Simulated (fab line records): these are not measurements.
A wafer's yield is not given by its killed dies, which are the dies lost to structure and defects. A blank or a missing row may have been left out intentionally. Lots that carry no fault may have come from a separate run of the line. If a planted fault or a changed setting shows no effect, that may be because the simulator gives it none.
Which of the tools did it? ; flow n5_finfet ; 32 wafers from 11 lots sampled at 3 of the route's 1938 steps

## WHAT THE GAUGES SHOWED, per wafer
N5_PASSIVATION_CD_MEAS_10: target cd 3000 nm. Usual: cd_nm 2999.6 nm, standard deviation 2.2.
lot;measured;on;cd_nm (nm);flag
L607;day 11 23:20;cd_sem-03;2996.4 2997.1 2998.0;
L608;day 12 00:41;cd_sem-03;3001.4 2999.5;
L609;day 12 04:09;cd_sem-02;3000.1 2998.1 2998.3;
L610;day 12 21:52;cd_sem-02;2999.0 3000.0 2998.7;
L613;day 13 08:38;cd_sem-02;2999.9 2998.2 2999.2;
L612;day 13 14:46;cd_sem-03;3002.9 2999.5 2999.4;
L614;day 13 14:19;cd_sem-01;2996.6 2999.4 2998.2;
L616;day 14 12:32;cd_sem-01;3000.6 3000.8 2996.5;
L622;day 16 18:47;cd_sem-02;2997.1 2997.7 3002.1;
L625;day 17 00:56;cd_sem-03;2999.1 2996.9 3000.7;
L626;day 17 12:37;cd_sem-01;2999.3 3003.2 2998.3;

## TOOL THAT RAN EACH LOT (tool first, then ch and the chambers of the sampled wafers, then the start)
lot;N5_BEOL_M7_PRECLEAN_42;N5_MIM_BOT_LITHO_DESCUM_10
L607;wet_bench-01 ch 1,2,7, day 8 22:23;rie_diel-03 ch 0,2,3, day 11 21:55
L608;wet_bench-01 ch 5,7, day 9 07:21;rie_diel-04 ch 0, day 11 23:08
L609;wet_bench-01 ch 0,5,6, day 9 09:23;rie_diel-03 ch 0,2,3, day 12 02:02
L610;wet_bench-01 ch 1,2,4, day 9 23:34;rie_diel-04 ch 0,2,3, day 12 20:26
L613;wet_bench-01 ch 3,4,7, day 10 11:52;rie_diel-04 ch 2,3, day 13 06:16
L612;wet_bench-03 ch 1,2,3, day 10 14:00;rie_diel-03 ch 2,3, day 13 11:19
L614;wet_bench-01 ch 0,1,4, day 10 19:55;rie_diel-03 ch 0,2,3, day 13 11:08
L616;wet_bench-03 ch 5,6,7, day 11 05:26;rie_diel-04 ch 0,2,3, day 14 11:01
L622;wet_bench-01 ch 0,6,7, day 13 05:20;rie_diel-06 ch 1,3, day 16 16:24
L625;wet_bench-01 ch 0,1,6, day 14 01:28;rie_diel-06 ch 1,2, day 16 21:44
L626;wet_bench-02 ch 3,4,6, day 14 12:41;rie_diel-04 ch 0,1,2, day 17 08:04
- N5_BEOL_M7_PRECLEAN_42: cleans in residue remover, time 60 s.
- N5_MIM_BOT_LITHO_DESCUM_10: chemistry O2, time 7.9 s.

## AS READ BY THE TOOLS THEMSELVES (means over the sampled wafers that have a number; for cases with no such wafer, the mark the record gives instead)
N5_MIM_BOT_LITHO_DESCUM_10. Usual: bias_power_w 20.00 W (standard deviation 0.061); drypump_motor_current_A 5.7 A (standard deviation 0.63); oes_product_au 0.82 a.u. (standard deviation 0.06); rf_fwd_power_W 49.60 W (standard deviation 0.19); rf_vpp_V 242.7 V (standard deviation 1.5); showerhead_plenum_p_Torr 2.08 Torr (standard deviation 0.083); throttle_valve_pct 20.41 % (standard deviation 0.22).
lot;tool;bias_power_w (W);drypump_motor_current_A (A);oes_product_au (a.u.);rf_fwd_power_W (W);rf_vpp_V (V);showerhead_plenum_p_Torr (Torr);throttle_valve_pct (%);flag
L607;rie_diel-03;19.94;5.4;0.86;49.71;243.6;2.13;20.33;
L608;rie_diel-04;20.02;5.5;0.72;49.23;241.3;1.99;20.43;
L609;rie_diel-03;19.95;5.4;0.85;49.72;243.7;2.13;20.34;
L610;rie_diel-04;19.98;5.7;0.83;49.54;242.2;2.03;20.46;
L613;rie_diel-04;20.04;5.7;0.85;49.66;242.4;2.05;20.59;
L612;rie_diel-03;19.96;5.9;0.85;49.74;243.8;2.15;20.15;
L614;rie_diel-03;20.00;5.4;0.84;49.57;243.8;2.13;20.35;
L616;rie_diel-04;20.08;5.6;0.81;49.77;242.6;2.02;20.49;
L622;rie_diel-06;20.03;5.4;0.78;49.38;242.0;2.00;20.50;
L625;rie_diel-06;19.99;5.0;0.79;49.65;243.4;2.06;20.40;
L626;rie_diel-04;19.97;5.8;0.78;49.38;241.6;2.01;20.39;

## THE ANSWER, worked out from the rows above alone
Rule: lot off if the mean of its wafers having a number is beyond 3 standard deviations from the usual mean. Also off: a lot with no number at a reading for which 4 or more lots have one. Any other lot the step has rows for is counted as sound. First the gauges in route order, then the tools' own readings, where a lot's mean is used as printed above. The first step at which some lot is off is used, and at that step the reading that is off furthest; a lot without a number counts as furthest.
None of the lots is off at any reading shown; this tells nothing.

## WHAT HAD BEEN PUT IN BY THE SIMULATOR
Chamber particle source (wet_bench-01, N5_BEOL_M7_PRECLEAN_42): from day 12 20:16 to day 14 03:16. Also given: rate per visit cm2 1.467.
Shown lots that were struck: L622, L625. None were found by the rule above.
